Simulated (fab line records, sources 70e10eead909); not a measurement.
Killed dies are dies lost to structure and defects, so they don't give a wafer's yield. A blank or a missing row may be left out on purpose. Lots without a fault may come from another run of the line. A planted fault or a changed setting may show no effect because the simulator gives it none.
fab line records | flow nand_harc
record lots=5 wafers=15 last_day=33
route steps=1302 shown A_WL_FILL@965 A_CONTACT@983
lots that met no fault: from a run of the same line without faults
start_h: hours from the record's first day to the start of the lot's first wafer shown | wait_h: hours since the lot's step before | " the same as in the row above | L1.1+2: a row that stands for several wafers | - no value, or no start given | * or withheld: withheld | < > ~ a bound
route shown NAME@n: a module of which the file shows steps, and the number in the route of the first | usual: mean/standard deviation of fault-free wafers | same: alike in all rows | chamber/n: place in a boat | sites: the reading at each site | _std_site: their standard deviation | _edge_site: outer sites' mean less inner sites' | radius_mm: how far each site lies from the wafer's centre | mask NAME#n: copy n | behind: the tool/chamber that last shaped the wafer | hold: why the lot was held/for how many hours/how that ended | device: the transistor (n, p or np) that didn't switch | end of line: the same wafers' tests at the end of the route | a step without rows: its recipe alone | killed: dies lost to structure and defects at the first sort, not the wafer's yield | map: a wafer's dies, x killed, . not, _ none there
set.NAME: the setting as run; set.NAME@STEP: as run at that earlier step | model.NAME: the simulator's own value behind a step, which no gauge read
lots at some steps of the route; a table a step, a row a wafer
services: from which hour (start_h, from the record's first day; less than 0 if before it) a tool's chamber was out of use, for how many hours, and why
## steps
# step NHARC_A_WL_FILL_ALD_10
# recipe target_thk_a=500 pulse_time_s=10 ald_cycles=500 temp_c=300 material=SiO2
# usual heater_power_w=473/45 precursor_pulse_height_rel=1.001/0.02
# columns lot.wafer tool chamber start_h wait_h heater_power_w precursor_pulse_height_rel
L075.3 ald_hk-03 1 491.98 0.1 441 1.012
L075.1 " 2 " " 444 0.993
L075.6 " 1 494.05 2.1 450 0.995
L084.4 ald_hk-01 2 584.51 0.6 496 0.983
L084.1 " 3 " " 562 1.027
L084.2 " 0 " " 475 1.007
L087.1 ald_hk-03 2 593.34 0.6 441 0.995
L087.2 " 3 " " 570 0.981
L087.4 " 0 " " 423 1.013
L090.1 ald_hk-03 1 627.41 1.1 449 1.003
L090.4 " 2 " " 434 0.986
L090.5 " 0 628.95 2.6 412 0.989
L097.1 ald_hk-03 2 701.03 0.6 464 1.023
L097.4 " 3 " " 561 1.014
L097.5 " 2 703.10 2.6 445 1.001
# step NHARC_A_WL_FILL_ETCHBACK_16
# recipe target_depth_a=1200 time_s=24 c4f8_flow_sccm=withheld o2_flow_sccm=8 ar_flow_sccm=withheld rf_w=600 bias_w=800 chemistry=C4F8/O2/Ar
# usual chamber_pressure_mTorr=25.002/0.022 oes_product_au=0.98/0.033 rf_vpp_V=722/3.7
# columns lot.wafer tool chamber start_h wait_h chamber_pressure_mTorr oes_product_au rf_hours_counter_h rf_vpp_V
L075.3 rie_diel-09 1 - - 24.996 0.92 4.2 723
L075.1 " 2 " " 25.002 0.93 4.1 722
L075.6 " 3 " " 25.001 0.92 - 723
L084.4 rie_diel-02 1 - - 24.966 0.99 0.4 726
L084.1 " 2 " " 25.031 0.99 0.3 718
L084.2 " 3 " " 24.979 0.98 0.3 720
L087.1 rie_diel-09 2 - - 24.986 1.02 2.7 720
L087.4 " 3 " " 25.004 1.01 2.4 720
L087.2 " 1 " " 24.993 0.99 2.5 722
L090.4 rie_diel-02 3 - - 24.990 0.93 3.0 721
L090.1 " 1 " " 24.954 0.93 2.8 724
L090.5 " 3 " " 25.006 0.92 - 722
L097.1 rie_diel-03 0 - - 24.994 1.00 1.6 719
L097.4 " 2 " " 25.002 1.01 - 726
L097.5 " 3 " " 24.986 1.00 - 729
# step NHARC_A_WL_FILL_STRIP_29
# recipe time_s=20 o2_flow_sccm=500 ar_flow_sccm=0 bias_w=0 chemistry=O2
# usual chamber_pressure_mTorr=59.99/0.056 drypump_motor_current_A=5.8/0.44 oes_product_au=0.999/0.0098 rf_vpp_V=57.7/0.9 showerhead_plenum_p_Torr=3.50/0.13 throttle_valve_pct=17.036/0.0095
# columns lot.wafer tool chamber start_h wait_h chamber_pressure_mTorr drypump_motor_current_A oes_product_au rf_hours_counter_h rf_vpp_V showerhead_plenum_p_Torr throttle_valve_pct
L075.1 rie_diel-09 2 496.73 0.1 60.02 6.6 1.011 4.1 56.2 3.46 17.034
L075.3 " 0 " " 59.95 5.9 1.008 4.3 58.8 3.59 17.042
L075.6 " 3 " " 60.04 6.1 0.985 - 56.3 3.48 17.037
L084.4 rie_diel-02 1 588.73 0.1 60.06 5.8 1.005 0.4 56.4 3.58 17.043
L084.1 " 3 " " 59.95 4.8 1.003 0.3 57.8 3.44 17.042
L084.2 " 0 " " 59.99 5.4 1.002 0.3 57.4 3.30 17.038
L087.4 rie_diel-09 2 597.54 0.1 60.04 6.6 1.007 2.7 58.0 3.45 17.048
L087.1 " 3 " " 59.96 6.1 0.994 2.5 58.2 3.48 17.032
L087.2 " 1 " " 60.06 6.0 1.003 2.5 57.8 3.50 17.036
L090.1 rie_diel-02 1 631.11 0.1 59.96 5.9 1.008 2.8 57.8 3.58 17.042
L090.4 " 2 " " 60.08 5.4 0.994 2.4 57.1 3.35 17.042
L090.5 " 2 " " 59.94 5.4 1.000 - 59.3 3.35 17.041
L097.1 rie_diel-03 3 705.28 0.1 59.90 6.1 1.001 1.9 58.8 3.70 17.034
L097.4 " 3 " " 59.94 6.0 0.998 - 57.2 3.70 17.018
L097.5 " 2 " " 59.93 6.1 1.012 - 58.9 3.65 17.038
# step NHARC_A_WL_FILL_ETCHBACK_17
# recipe target_depth_a=40 time_s=26.7 chemistry=Cl2/BCl3
# usual chamber_pressure_mTorr=10.001/0.014 drypump_motor_current_A=6.1/0.53 oes_product_au=1.002/0.009
# columns lot.wafer tool chamber start_h wait_h chamber_pressure_mTorr drypump_motor_current_A oes_product_au rf_hours_counter_h
L075.1 rie_metal-01 1 496.82 - 9.991 6.7 1.011 1.3
L075.3 " 0 " " 10.005 6.2 0.992 -
L075.6 " 0 " " 9.978 6.2 0.990 -
L084.2 rie_metal-01 1 588.81 - 9.998 6.6 1.004 0.2
L084.1 " 0 " " 10.007 6.2 1.001 0.2
L084.4 " 0 " " 9.992 6.2 1.007 -
L087.1 rie_metal-02 1 597.62 - 9.986 5.3 0.997 2.5
L087.2 " 0 " " 10.001 5.2 1.002 2.5
L087.4 " 1 " " 10.012 5.3 0.998 -
L090.1 rie_metal-03 1 631.21 - 10.002 6.5 1.002 1.8
L090.4 " 1 " " 10.004 6.5 1.004 -
L090.5 " 0 " " 9.994 6.1 1.003 -
L097.1 rie_metal-02 1 705.39 - 10.001 5.3 1.002 1.4
L097.4 " 0 " " 10.006 5.2 1.009 -
L097.5 " 1 " " 10.007 5.3 0.987 -
# step NHARC_A_WL_FILL_PRECLEAN_18
# recipe time_s=30 chemistry=dHF
# columns lot.wafer tool chamber start_h wait_h
L075.1+6+3 wet_bench-03 1,3,5 497.00 0.2
L084.4+1+2 wet_bench-01 7,0,2 589.00 0.1
L087.1+4+2 wet_bench-01 5,7,0 597.81 0.2
L090.4+1+5 wet_bench-01 7,3,4 631.38 0.1
L097.4+1+5 wet_bench-02 6,7,0 705.57 0.1
# step NHARC_A_WL_FILL_SRD_21
# columns lot.wafer tool chamber start_h wait_h
L075.1+6+3 wet_bench-03 1,3,5 497.03 0.0
L084.4+1+2 wet_bench-01 7,0,2 589.03 0.0
L087.1+4+2 wet_bench-01 5,7,0 597.84 0.0
L090.4+1+5 wet_bench-01 7,3,4 631.40 0.0
L097.4+1+5 wet_bench-02 6,7,0 705.59 0.0
# step NHARC_A_WL_FILL_CVD_23
# recipe target_thk_a=400 temp_c=620 pressure_mtorr=200 time_s=800 material=poly-Si
# usual spike_tc_centre_C=620.7/1.5 spike_tc_top_C=634.9/1.7
# columns lot.wafer tool chamber start_h wait_h spike_tc_centre_C spike_tc_top_C
L075.1 lpcvd_poly-04 0 499.48 2.4 620.2 637.1
L075.3 " 0 " " 620.5 636.9
L075.6 " 0 " " 621.7 638.5
L084.1 lpcvd_poly-02 0 591.37 2.3 620.9 633.4
L084.2 " 0 " " 619.9 635.2
L084.4 " 0 " " 622.5 635.6
L087.1 lpcvd_poly-02 0 600.18 2.3 621.1 636.7
L087.2 " 0 " " 621.0 635.6
L087.4 " 0 " " 621.8 634.8
L090.1 lpcvd_poly-01 0 633.84 2.4 619.5 632.4
L090.4 " 0 " " 619.5 633.1
L090.5 " 0 " " 617.8 632.6
L097.1 lpcvd_poly-01 0 708.02 2.4 617.8 631.8
L097.4 " 0 " " 617.8 633.1
L097.5 " 0 " " 621.1 633.6
# step NHARC_A_WL_FILL_ETCHBACK_26
# recipe target_depth_a=520 time_s=13.3 hbr_flow_sccm=150 rf_w=350 icp_w=350 bias_w=60 chemistry=HBr
# usual chamber_pressure_mTorr=15.001/0.013 drypump_motor_current_A=5.8/0.46 oes_product_au=1.002/0.0095 throttle_valve_pct=23.266/0.0096
# columns lot.wafer tool chamber start_h wait_h chamber_pressure_mTorr drypump_motor_current_A oes_product_au rf_hours_counter_h throttle_valve_pct
L075.3 rie_si-01 0 502.03 0.4 14.999 6.4 1.001 0.8 23.265
L075.1 " 1 " " 14.998 6.0 1.008 0.6 23.252
L075.6 " 3 " " 15.011 6.4 1.015 - 23.262
L084.2 rie_si-04 0 593.93 0.4 15.005 6.2 0.990 0.4 23.287
L084.4 " 2 " " 14.995 5.8 1.005 0.5 23.261
L084.1 " 3 " " 15.028 5.0 1.004 0.4 23.273
L087.1 rie_si-04 2 602.75 0.4 15.010 5.8 0.997 0.5 23.258
L087.4 " 0 " " 15.033 6.2 0.996 0.4 23.262
L087.2 " 1 " " 15.007 5.5 1.010 0.4 23.282
L090.4 rie_si-04 1 636.41 0.4 15.008 5.5 1.013 0.5 23.258
L090.1 " 2 " " 14.990 5.8 0.996 0.7 23.285
L090.5 " 1 " " 15.010 5.5 1.015 - 23.279
L097.1 rie_si-04 3 710.59 0.4 14.992 5.1 0.995 0.1 23.265
L097.4 " 0 " " 15.023 6.2 0.993 0.1 23.254
L097.5 " 3 " " 15.001 5.1 1.002 - 23.273
# step NHARC_A_WL_FILL_PRECLEAN_30
# recipe time_s=10 chemistry=dHF
# columns lot.wafer tool chamber start_h wait_h
L075.1+6+3 wet_bench-02 0,1,2 502.16 0.1
L084.2+1+4 wet_bench-01 1,2,6 594.07 0.1
L087.2+1+4 wet_bench-01 0,2,4 602.89 0.1
L090.5+4+1 wet_bench-02 4,5,6 636.55 0.1
L097.4+1+5 wet_bench-03 4,5,7 710.73 0.1
# step NHARC_A_WL_FILL_SRD_14
# columns lot.wafer tool chamber start_h wait_h
L075.1+6+3 wet_bench-02 0,1,2 502.18 0.0
L084.2+1+4 wet_bench-01 1,2,6 594.10 0.0
L087.2+1+4 wet_bench-01 0,2,4 602.92 0.0
L090.5+4+1 wet_bench-02 4,5,6 636.57 0.0
L097.4+1+5 wet_bench-03 4,5,7 710.76 0.0
# step NHARC_A_WL_FILL_ALD_19
# recipe target_thk_a=20 pulse_time_s=3 ald_cycles=100 temp_c=450 material=TiN
# usual heater_power_w=1106/120 precursor_pulse_height_rel=1.003/0.02
# columns lot.wafer tool chamber start_h wait_h heater_power_w precursor_pulse_height_rel
L075.3 ald_metal-04 1 502.31 0.1 1188 1.001
L075.1 " 3 " " 1275 0.967
L075.6 " 0 " " 1161 1.020
L084.4 ald_metal-01 0 594.20 0.1 1152 0.999
L084.1 " 1 " " 1092 0.995
L084.2 " 3 " " 1151 0.970
L087.4 ald_metal-02 3 603.02 0.1 1014 0.997
L087.2 " 0 " " 1165 1.023
L087.1 " 1 " " 920 0.939
L090.1 ald_metal-01 3 636.69 0.1 1174 1.016
L090.4 " 0 " " 1179 0.993
L090.5 " 3 " " 1192 1.045
L097.1 ald_metal-04 1 710.88 0.1 1234 0.971
L097.4 " 2 " " 894 1.003
L097.5 " 0 " " 1185 1.005
# step NHARC_A_WL_FILL_CVD_20
# recipe target_thk_a=1000 temp_c=400 pressure_torr=40 wf6_flow_sccm=40 h2_flow_sccm=1600 ar_flow_sccm=1560 time_s=74 material=W
# usual heater_power_w=905/130 throttle_valve_pct=7.89/0.19
# columns lot.wafer tool chamber start_h wait_h heater_power_w throttle_valve_pct
L075.1 cvd_w-02 0 - - 775 7.83
L075.3 " 1 " " 853 8.00
L075.6 " 0 " " 772 8.16
L084.1 cvd_w-02 0 - - 777 8.17
L084.2 " 1 " " 874 8.07
L084.4 " 1 " " 842 8.22
L087.1 cvd_w-02 0 - - 763 8.27
L087.2 " 1 " " 870 7.77
L087.4 " 0 " " 767 8.07
L090.1 cvd_w-01 1 - - 888 8.08
L090.4 " 1 " " 849 7.84
L090.5 " 1 " " 869 7.85
L097.1 cvd_w-02 0 - - 763 8.00
L097.4 " 0 " " 768 8.23
L097.5 " 0 " " 769 7.84
# step NHARC_A_WL_FILL_CMP_12
# recipe t_overpolish_s=30 target_thk_nm=100
# usual motor_current_A=11.6/0.92 overpolish_run_s=30.000/0.0086 slurry_flow_ml_min=150.0/0.47 time_to_endpoint_s=20/3.1
# columns lot.wafer tool chamber start_h wait_h motor_current_A overpolish_run_s slurry_flow_ml_min time_to_endpoint_s
L075.1 cmp-01 0 502.66 0.2 11.4 30.012 150.7 22
L075.3 " 3 " " 11.3 30.004 150.4 21
L075.6 " 0 " " 11.0 29.999 151.0 24
L084.1 cmp-02 2 594.58 0.2 11.7 29.996 150.8 23
L084.4 " 3 " " 12.5 30.001 149.1 24
L084.2 " 0 " " 11.8 29.998 150.1 24
L087.2 cmp-02 2 603.40 0.1 11.3 29.998 149.8 24
L087.1 " 0 " " 11.4 29.995 149.8 22
L087.4 " 1 " " 11.6 30.003 150.0 23
L090.1 cmp-03 0 637.08 0.1 14.3 29.995 149.8 20
L090.4 " 3 " " 10.6 30.002 149.1 23
L090.5 " 0 " " 14.4 29.992 150.6 19
L097.1 cmp-01 1 711.41 0.2 10.7 30.000 150.2 19
L097.4 " 0 " " 11.3 30.004 149.5 18
L097.5 " 2 " " 12.7 30.005 149.8 16
# step NHARC_A_WL_FILL_SRD_31
# columns lot.wafer tool chamber start_h wait_h
L075.6+3+1 wet_bench-02 5,7,0 503.00 0.0
L084.2+1+4 wet_bench-01 5,0,2 594.90 0.0
L087.2+1+4 wet_bench-01 2,5,6 603.72 0.0
L090.5+1+4 wet_bench-02 0,1,3 637.40 0.0
L097.5+4+1 wet_bench-03 6,0,2 711.74 0.0
# step NHARC_A_WL_FILL_INSPECT_15
# usual raw_defect_count=437/110
# columns lot.wafer tool chamber start_h wait_h raw_defect_count
L075.1 defect_inspect-01 - 503.15 0.0 426
L075.3 " - " " 338
L075.6 " - " " 355
L084.1 defect_inspect-01 - 595.07 0.0 634
L084.2 " - " " 455
L084.4 " - " " 547
L087.1 defect_inspect-01 - 603.87 0.0 273
L087.2 " - " " 430
L087.4 " - " " 468
L090.1 defect_inspect-01 - 637.57 0.0 402
L090.4 " - " " 387
L090.5 " - " " 495
L097.1 defect_inspect-02 - 711.90 0.0 385
L097.4 " - " " 369
L097.5 " - " " 318
# step NHARC_A_CONTACT_DEP_24
# recipe target_thk_a=5000 temp_c=400 pressure_torr=6.5 rf_w=900 teos_flow_sccm=161.4 flow_sccm=2650 target_thk_nm=500 gas=O2 material=SiO2
# usual heater_power_w=566/120 throttle_valve_pct=16.1/0.64
# columns lot.wafer tool chamber start_h wait_h heater_power_w throttle_valve_pct
L075.1 pecvd-02 1 503.22 0.1 601 14.8
L075.3 " 0 " " 636 15.3
L075.6 " 1 " " 640 15.0
L084.2 pecvd-03 2 595.19 0.1 510 16.3
L084.1 " 0 " " 716 16.9
L084.4 " 2 " " 535 16.2
L087.1 pecvd-01 2 604.00 0.1 290 15.6
L087.2 " 0 " " 566 16.3
L087.4 " 1 " " 500 16.7
L090.1 pecvd-01 0 637.70 0.1 655 16.1
L090.4 " 2 " " 287 15.8
L090.5 " 0 " " 496 16.1
L097.1 pecvd-03 2 712.09 0.2 572 16.5
L097.5 " 1 " " 430 15.7
L097.4 " 2 " " 578 16.6
# step NHARC_A_CONTACT_DEP_28
# recipe target_thk_a=70000 temp_c=400 material=aC
# usual throttle_valve_pct=35.000/0.0094
# columns lot.wafer tool chamber start_h wait_h throttle_valve_pct
L075.1 acl_dep-03 0 505.43 1.5 35.015
L075.3 " 0 506.86 2.9 35.006
L075.6 " 0 509.01 5.1 35.001
L084.1 acl_dep-02 0 595.73 0.1 34.991
L084.2 " 0 " " 34.991
L084.4 " 0 597.88 2.2 35.020
L087.1 acl_dep-03 0 604.54 0.1 35.012
L087.2 " 0 " " 34.997
L087.4 " 0 606.66 2.2 34.999
L090.1 acl_dep-01 0 638.23 0.1 34.988
L090.4 " 0 640.35 2.2 35.001
L090.5 " 0 " " 35.005
L097.1 acl_dep-03 0 712.57 0.1 34.994
L097.4 " 0 714.66 2.1 34.998
L097.5 " 0 " " 34.996
# step NHARC_A_CONTACT_DEP_29
# recipe target_thk_a=1000 target_thk_nm=100 temp_c=400 pressure_torr=3.5 flow_sccm=200 rf_w=350 material=SiON
# usual heater_power_w=777/130
# columns lot.wafer tool chamber start_h wait_h heater_power_w
L075.3 pecvd-03 2 509.78 2.2 690
L075.1 " 0 " " 905
L075.6 " 0 " " 923
L084.2 pecvd-01 1 600.05 2.9 760
L084.1 " 0 " " 832
L084.4 " 2 " " 531
L087.2 pecvd-02 2 608.80 2.8 878
L087.1 " 0 " " 787
L087.4 " 1 " " 726
L090.1 pecvd-03 2 642.49 3.5 826
L090.5 " 2 " " 812
L090.4 " 1 " " 683
L097.1 pecvd-02 1 716.81 3.5 842
L097.5 " 0 " " 810
L097.4 " 1 " " 823
# step NHARC_A_CONTACT_DEHYDRATE_32
# recipe temp_c=150 time_s=120
# usual chill_plate_temp_C=22.99/0.1
# columns lot.wafer tool chamber start_h wait_h chill_plate_temp_C
L075.1 litho_track-04 0 510.02 0.2 22.97
L075.3 " 0 " " 22.98
L075.6 " 0 " " 22.93
L084.1 litho_track-06 0 600.32 0.2 23.03
L084.2 " 0 " " 22.93
L084.4 " 0 " " 23.02
L087.1 litho_track-06 0 609.07 0.2 23.06
L087.2 " 0 " " 23.09
L087.4 " 0 " " 22.93
L090.1 litho_track-01 0 642.76 0.2 22.91
L090.4 " 0 " " 23.05
L090.5 " 0 " " 23.07
L097.1 litho_track-01 0 717.05 0.2 22.87
L097.4 " 0 " " 22.92
L097.5 " 0 " " 22.88
# step NHARC_A_CONTACT_HMDS_33
# recipe time_s=30
# usual chill_plate_temp_C=23.00/0.091
# columns lot.wafer tool chamber start_h wait_h chill_plate_temp_C
L075.1 litho_track-04 0 - - 22.96
L075.3 " 0 " " 22.91
L075.6 " 0 " " 22.94
L084.1 litho_track-06 0 - - 23.05
L084.2 " 0 " " 22.82
L084.4 " 0 " " 23.16
L087.1 litho_track-06 0 - - 23.00
L087.2 " 0 " " 23.01
L087.4 " 0 " " 23.02
L090.1 litho_track-01 0 - - 23.04
L090.4 " 0 " " 22.98
L090.5 " 0 " " 22.92
L097.1 litho_track-01 0 - - 22.90
L097.4 " 0 " " 23.00
L097.5 " 0 " " 23.03
# step NHARC_A_CONTACT_COAT_34
# recipe temp_c=260 time_s=75
# usual chill_plate_temp_C=22.99/0.1
# columns lot.wafer tool chamber start_h wait_h chill_plate_temp_C
L075.1 litho_track-04 0 - - 23.08
L075.3 " 0 " " 22.92
L075.6 " 0 " " 23.16
L084.1 litho_track-06 0 - - 22.95
L084.2 " 0 " " 22.90
L084.4 " 0 " " 22.97
L087.1 litho_track-06 0 - - 23.03
L087.2 " 0 " " 23.02
L087.4 " 0 " " 22.98
L090.1 litho_track-01 0 - - 22.90
L090.4 " 0 " " 22.87
L090.5 " 0 " " 22.99
L097.1 litho_track-01 0 - - 22.95
L097.4 " 0 " " 22.86
L097.5 " 0 " " 23.03
# step NHARC_A_CONTACT_COAT_35
# recipe temp_c=225 time_s=65
# usual chill_plate_temp_C=22.99/0.11
# columns lot.wafer tool chamber start_h wait_h chill_plate_temp_C
L075.1 litho_track-04 0 - - 22.83
L075.3 " 0 " " 23.09
L075.6 " 0 " " 22.95
L084.1 litho_track-06 0 - - 22.77
L084.2 " 0 " " 22.87
L084.4 " 0 " " 22.91
L087.1 litho_track-06 0 - - 23.01
L087.2 " 0 " " 23.04
L087.4 " 0 " " 22.96
L090.1 litho_track-01 0 - - 22.85
L090.4 " 0 " " 23.05
L090.5 " 0 " " 22.77
L097.1 litho_track-01 0 - - 22.97
L097.4 " 0 " " 22.94
L097.5 " 0 " " 22.95
# step NHARC_A_CONTACT_COAT_36
# recipe spin_rpm=1500 resist_thk_nm=90
# usual chill_plate_temp_C=23.01/0.11
# columns lot.wafer tool chamber start_h wait_h chill_plate_temp_C
L075.1 litho_track-04 0 - - 22.98
L075.3 " 0 " " 22.91
L075.6 " 0 " " 22.85
L084.1 litho_track-06 0 - - 22.90
L084.2 " 0 " " 23.13
L084.4 " 0 " " 22.92
L087.1 litho_track-06 0 - - 23.13
L087.2 " 0 " " 23.13
L087.4 " 0 " " 23.10
L090.1 litho_track-01 0 - - 23.06
L090.4 " 0 " " 23.00
L090.5 " 0 " " 23.02
L097.1 litho_track-01 0 - - 23.11
L097.4 " 0 " " 22.99
L097.5 " 0 " " 23.07
# step NHARC_A_CONTACT_SOFTBAKE_37
# recipe temp_c=105 time_s=55
# usual chill_plate_temp_C=22.98/0.11
# columns lot.wafer tool chamber start_h wait_h chill_plate_temp_C
L075.1 litho_track-04 0 - - 23.18
L075.3 " 0 " " 23.08
L075.6 " 0 " " 23.11
L084.1 litho_track-06 0 - - 22.96
L084.2 " 0 " " 23.00
L084.4 " 0 " " 22.82
L087.1 litho_track-06 0 - - 22.72
L087.2 " 0 " " 22.96
L087.4 " 0 " " 22.98
L090.1 litho_track-01 0 - - 23.08
L090.4 " 0 " " 23.05
L090.5 " 0 " " 23.17
L097.1 litho_track-01 0 - - 22.96
L097.4 " 0 " " 23.01
L097.5 " 0 " " 22.98
# step NHARC_A_CONTACT_EBR_38
# usual chill_plate_temp_C=22.98/0.11
# columns lot.wafer tool chamber start_h wait_h chill_plate_temp_C
L075.1 litho_track-04 0 - - 23.10
L075.3 " 0 " " 23.02
L075.6 " 0 " " 23.11
L084.1 litho_track-06 0 - - 23.02
L084.2 " 0 " " 22.84
L084.4 " 0 " " 22.92
L087.1 litho_track-06 0 - - 23.15
L087.2 " 0 " " 23.08
L087.4 " 0 " " 23.19
L090.1 litho_track-01 0 - - 22.97
L090.4 " 0 " " 23.08
L090.5 " 0 " " 22.90
L097.1 litho_track-01 0 - - 23.04
L097.4 " 0 " " 23.02
L097.5 " 0 " " 23.09
# step NHARC_A_CONTACT_EXPOSE_39
# recipe na=1.35 sigma_outer=0.8 dose_mj=58.79 mask_id=A_CC_3
# columns lot.wafer tool chamber start_h wait_h mask
L075.1+3+6 arfi_scanner-01 0 510.21 - A_CC_3#0
L084.1+2+4 arfi_scanner-01 0 600.51 - A_CC_3#0
L087.1+2+4 arfi_scanner-01 0 609.37 - A_CC_3#0
L090.1+4+5 arfi_scanner-03 0 642.94 - A_CC_3#0
L097.1+4+5 arfi_scanner-02 0 717.24 - A_CC_3#0
# step NHARC_A_CONTACT_PEB_40
# recipe peb_temp_c=100 peb_time_s=65
# usual chill_plate_temp_C=23.00/0.11
# columns lot.wafer tool chamber start_h wait_h chill_plate_temp_C
L075.1 litho_track-04 0 510.27 0.1 23.06
L075.3 " 0 " " 23.10
L075.6 " 0 " " 22.93
L084.1 litho_track-01 0 600.57 0.1 23.01
L084.2 " 0 " " 23.08
L084.4 " 0 " " 23.04
L087.1 litho_track-01 0 609.43 0.1 22.94
L087.2 " 0 " " 22.96
L087.4 " 0 " " 23.06
L090.1 litho_track-01 0 643.00 0.1 23.01
L090.4 " 0 " " 22.93
L090.5 " 0 " " 23.15
L097.1 litho_track-04 0 717.30 0.1 22.97
L097.4 " 0 " " 22.98
L097.5 " 0 " " 22.94
# step NHARC_A_CONTACT_DEVELOP_41
# recipe develop_time_s=35 dev_temp_c=23
# usual chill_plate_temp_C=23.00/0.11
# columns lot.wafer tool chamber start_h wait_h chill_plate_temp_C
L075.1 litho_track-04 0 - - 23.05
L075.3 " 0 " " 23.04
L075.6 " 0 " " 22.88
L084.1 litho_track-01 0 - - 22.94
L084.2 " 0 " " 22.87
L084.4 " 0 " " 22.96
L087.1 litho_track-01 0 - - 23.05
L087.2 " 0 " " 23.02
L087.4 " 0 " " 22.96
L090.1 litho_track-01 0 - - 23.10
L090.4 " 0 " " 22.98
L090.5 " 0 " " 23.03
L097.1 litho_track-04 0 - - 23.05
L097.4 " 0 " " 23.01
L097.5 " 0 " " 22.92
# step NHARC_A_CONTACT_CD_MEAS_42
# recipe target_cd_nm=300 landing_energy_ev=500
# usual cd_nm=300.1/0.55
# columns lot.wafer tool chamber start_h wait_h cd_nm
L075.1 cd_sem-02 0 510.34 - 299.8
L075.3 " 0 " " 300.4
L075.6 " 0 " " 300.8
L084.1 cd_sem-03 0 600.65 - 300.0
L084.2 " 0 " " 300.0
L084.4 " 0 " " 300.1
L087.1 cd_sem-01 0 609.51 - 300.3
L087.2 " 0 " " 300.3
L087.4 " 0 " " 299.7
L090.1 cd_sem-01 0 643.08 - 299.7
L090.4 " 0 " " 299.9
L090.5 " 0 " " 299.8
L097.1 cd_sem-02 0 717.38 - 299.5
L097.4 " 0 " " 300.5
L097.5 " 0 " " 299.4
# step NHARC_A_CONTACT_OVL_MEAS_43
# usual overlay_x_nm=-0.2/0.78 overlay_y_nm=0.1/0.72
# columns lot.wafer tool chamber start_h wait_h overlay_x_nm overlay_y_nm
L075.1 overlay-01 - 510.43 - -2.0 -0.2
L075.3 " - " " -1.8 -0.5
L075.6 " - " " -1.9 0.0
L084.1 overlay-02 - 600.73 - -0.7 -0.2
L084.2 " - " " -1.1 0.1
L084.4 " - " " -0.8 -0.3
L087.1 overlay-01 - 609.60 - -0.1 1.0
L087.2 " - " " -0.5 1.2
L087.4 " - " " -0.4 0.3
L090.1 overlay-02 - 643.17 - 0.2 -0.1
L090.4 " - " " 0.5 0.0
L090.5 " - " " 0.4 0.0
L097.1 overlay-02 - 717.46 - 0.1 0.4
L097.4 " - " " -0.1 0.3
L097.5 " - " " -0.1 0.6
# step NHARC_A_CONTACT_INSPECT_44
# usual raw_defect_count=78/38
# columns lot.wafer tool chamber start_h wait_h raw_defect_count
L075.1 defect_inspect-02 - 510.47 0.0 62
L075.3 " - " " 63
L075.6 " - " " 66
L084.1 defect_inspect-02 - 600.77 0.0 56
L084.2 " - " " 86
L084.4 " - " " 68
L087.1 defect_inspect-02 - 609.64 0.0 86
L087.2 " - " " 90
L087.4 " - " " 87
L090.1 defect_inspect-01 - 643.20 0.0 85
L090.4 " - " " 69
L090.5 " - " " 73
L097.1 defect_inspect-02 - 717.50 0.0 35
L097.4 " - " " 28
L097.5 " - " " 42
# step NHARC_A_CONTACT_DESCUM_47
# recipe time_s=3 o2_flow_sccm=200 ar_flow_sccm=0 bias_power_w=0 chemistry=O2
# usual chamber_pressure_mTorr=60.00/0.053 drypump_motor_current_A=5.6/0.32 oes_product_au=0.996/0.0077 rf_vpp_V=57.7/0.79 showerhead_plenum_p_Torr=1.91/0.078 throttle_valve_pct=11.311/0.0084
# columns lot.wafer tool chamber start_h wait_h chamber_pressure_mTorr drypump_motor_current_A oes_product_au rf_hours_counter_h rf_vpp_V showerhead_plenum_p_Torr throttle_valve_pct
L075.3 rie_diel-01 3 510.54 0.1 60.04 6.1 0.993 37 58.5 2.03 11.311
L075.1 " 0 " " 60.00 5.4 1.016 40 57.8 2.04 11.324
L075.6 " 3 " " 59.85 6.1 1.002 - 58.4 2.03 11.304
L084.4 rie_diel-04 1 600.83 0.1 60.08 5.6 0.998 9 57.7 1.83 11.298
L084.1 " 2 " " 59.89 5.7 1.005 6 57.6 2.01 11.319
L084.2 " 3 " " 60.01 5.8 1.011 10 57.9 1.87 11.311
L087.1 rie_diel-04 3 609.70 0.1 59.93 5.8 1.005 13 57.1 1.87 11.316
L087.2 " 0 " " 60.05 5.1 1.003 13 57.6 1.85 11.311
L087.4 " 2 " " 60.03 5.7 1.002 8 58.6 2.01 11.308
L090.1 rie_diel-04 0 643.27 0.1 59.92 5.1 1.007 19 57.4 1.84 11.311
L090.4 " 1 " " 60.03 5.6 1.000 17 58.0 1.83 11.321
L090.5 " 3 " " 60.07 5.8 0.998 - 58.7 1.87 11.330
L097.1 rie_diel-01 2 717.56 0.1 60.02 5.5 0.985 51 57.4 1.86 11.302
L097.4 " 0 " " 59.99 5.4 0.985 48 57.6 2.02 11.303
L097.5 " 3 " " 59.94 6.1 0.992 - 57.7 2.00 11.318
## services
# columns tool chamber start_h hours kind
rie_diel-09 - 497.10 9.0 pm
litho_track-01 - 505.00 7.0 pm
rie_si-04 - 519.00 9.0 pm
litho_track-06 - 529.00 7.0 pm
cvd_w-02 0 534.88 4.2 repair
rie_diel-09 - 536.53 0.7 repair
rie_si-04 - 543.91 0.6 repair
pecvd-03 - 547.43 13.0 pm
litho_track-04 - 553.00 7.0 pm
rie_si-04 1 561.89 15.2 repair
wet_bench-03 - 562.40 8.0 pm
ald_hk-03 - 563.60 0.7 repair
rie_diel-09 3 565.25 4.1 repair
rie_diel-02 - 570.76 9.0 pm
wet_bench-02 - 596.00 8.0 pm
rie_diel-09 - 609.91 2.6 repair
rie_diel-02 2 616.76 8.7 repair
rie_diel-02 1 620.83 4.5 repair
cvd_w-02 - 631.07 13.0 pm
wet_bench-01 - 633.88 8.0 pm
pecvd-03 2 674.02 5.4 repair
rie_diel-09 - 674.10 9.0 pm
cvd_w-02 1 675.73 2.8 repair
litho_track-06 - 704.00 7.0 pm
## key
fault none
